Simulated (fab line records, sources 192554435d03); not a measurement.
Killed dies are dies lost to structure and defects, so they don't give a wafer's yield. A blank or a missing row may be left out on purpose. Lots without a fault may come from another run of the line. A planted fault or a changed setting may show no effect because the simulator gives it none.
Chamber matching | flow n5_finfet | N5_HKMG_FIN_ALD_75 on ald_hk-02: 4 sister chambers
The step deposits Al2O3, target thk 1 nm, co reactant pulse time 1 s. 14 wafers are shown with their chamber, then 7 later ones without.

WAFERS WITH THEIR CHAMBER
wafer  | chamber | heater_power_w (W) | precursor_pulse_height_rel
L075.2 | 3       | 148                | 1.005
L075.5 | 2       | 138                | 0.989
L075.6 | 3       | 151                | 1.005
L077.1 | 3       | 148                | 0.966
L077.3 | 2       | 137                | 0.984
L077.6 | 2       | 138                | 0.996
L082.2 | 0       | 180                | 1.015
L082.3 | 2       | 140                | 1.002
L082.6 | 1       | 140                | 1.009
L085.1 | 0       | 181                | 0.995
L085.4 | 3       | 150                | 1.029
L085.6 | 2       | 141                | 0.975
L089.2 | 3       | 148                | 1.011
L089.3 | 0       | 180                | 0.989

SIGNATURES (means of the wafers above)
reading                    | chamber 0 | chamber 1 | chamber 2 | chamber 3 | scatter within a chamber
heater_power_w             | 180.33    | 140.00    | 138.80    | 149.00    | 1.4
precursor_pulse_height_rel | 0.99967   | 1.00900   | 0.98920   | 1.00320   | 0.0171
Rule: a wafer's distance from a chamber is the root of the sum, over the readings, of the square of ((its reading less the chamber's mean) divided by the reading's scatter). The wafer belongs to the nearest chamber; if the next one is less than 2 further off, it can't be placed. The scatter: the root of (the sum of the squares of (reading less its chamber's mean) over the shown wafers, divided by (wafers less chambers)).

WAFERS WITHOUT THEIR CHAMBER
wafer  | heater_power_w (W) | precursor_pulse_height_rel
L089.6 | 141                | 1.008
L092.2 | 138                | 1.000
L092.4 | 142                | 0.982
L092.6 | 148                | 0.991
L094.2 | 147                | 0.977
L094.3 | 180                | 1.011
L094.5 | 153                | 0.997

WHICH CHAMBER EACH WENT THROUGH
wafer  | from the rows above     | in truth
L089.6 | can't be placed: 1 or 2 | 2
L092.2 | can't be placed: 2 or 1 | 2
L092.4 | can't be placed: 1 or 2 | 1
L092.6 | 3                       | 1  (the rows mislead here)
L094.2 | 3                       | 3
L094.3 | 0                       | 0
L094.5 | 3                       | 3
Placed correctly: 3 of 7. Can't be placed from these rows: 3 (the true chamber is among the candidates in 3). Placed wrongly: 1.
